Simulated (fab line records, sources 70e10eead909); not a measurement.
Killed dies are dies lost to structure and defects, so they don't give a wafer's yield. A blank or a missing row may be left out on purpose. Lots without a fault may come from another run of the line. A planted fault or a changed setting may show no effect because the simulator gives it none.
Which tool did it? | flow nand_harc | 6 lots, 18 wafers sampled, at 5 steps of a route of 1302

WHAT THE GAUGES READ, wafer by wafer
NHARC_END_SORT_01.
lot  | measured     | on        | killed_at_array
L286 | day 25 04:52 | prober-02 | 59 66 64
L297 | day 29 15:57 | prober-02 | 81 55 63

WHICH TOOL RAN EACH LOT (tool, then ch and the chambers of the sampled wafers, then the start)
lot  | NHARC_A_M1_CMP_23             | NHARC_A_BONDPAD_CMP_29        | NHARC_A_BONDPAD_DESCUM_11          | NHARC_A_BONDPAD_STRIP_15
L286 | cmp-02 ch 0,1,3, day 23 20:17 | cmp-04 ch 2,3, day 23 21:52   | rie_diel-06 ch 1,2,3, day 23 22:53 | rie_diel-07 ch 0,1, day 23 23:16
L288 | cmp-02 ch 1,3, day 24 09:47   | cmp-02 ch 0,3, day 24 11:22   | rie_diel-07 ch 0,1, day 24 12:25   | rie_diel-06 ch 0,1, day 24 12:48
L297 | cmp-02 ch 0,3, day 28 07:03   | cmp-04 ch 0,1, day 28 08:44   | rie_diel-06 ch 1,2, day 28 09:37   | rie_diel-07 ch 0,1,2, day 28 10:02
L299 | cmp-02 ch 0,1,2, day 29 02:56 | cmp-02 ch 1,2, day 29 04:31   | rie_diel-06 ch 0,2, day 29 05:25   | rie_diel-06 ch 0,3, day 29 05:48
L303 | cmp-01 ch 0,1,2, day 31 03:37 | cmp-04 ch 1,2,3, day 31 05:12 | rie_diel-07 ch 1,2,3, day 31 06:06 | rie_diel-06 ch 0,2,3, day 31 06:29
L307 | cmp-02 ch 0,1,2, day 33 09:14 | cmp-04 ch 0,2,3, day 33 10:55 | rie_diel-06 ch 0,2,3, day 33 11:51 | rie_diel-06 ch 1,2,3, day 33 12:14
- NHARC_A_M1_CMP_23: polishes, t overpolish 20 s, target thk 154.34 nm.
- NHARC_A_BONDPAD_CMP_29: polishes SiCN, target thk 200 nm.
- NHARC_A_BONDPAD_DESCUM_11: chemistry O2, time 3 s.
- NHARC_A_BONDPAD_STRIP_15: strips in O2.

THE ANSWER, worked out from the rows above alone
Rule: what is usual is taken from the lots themselves. Put in order of their means at a reading, lots are off if they are a third of the lots or fewer, leave a main group of 4 or more, and stand apart from it by a gap of 3 or more times the standard deviation of the main group's means; of several such gaps the widest counts. A main group whose means are all the same, to the digits that the tables above print for the reading, isn't used. A lot without any number at a reading at which 4 lots or more have one is off too. The other lots that the step has rows for count as sound.
No lot is off at any reading shown: from this, nothing can be told.

WHAT THE SIMULATOR HAD PUT IN
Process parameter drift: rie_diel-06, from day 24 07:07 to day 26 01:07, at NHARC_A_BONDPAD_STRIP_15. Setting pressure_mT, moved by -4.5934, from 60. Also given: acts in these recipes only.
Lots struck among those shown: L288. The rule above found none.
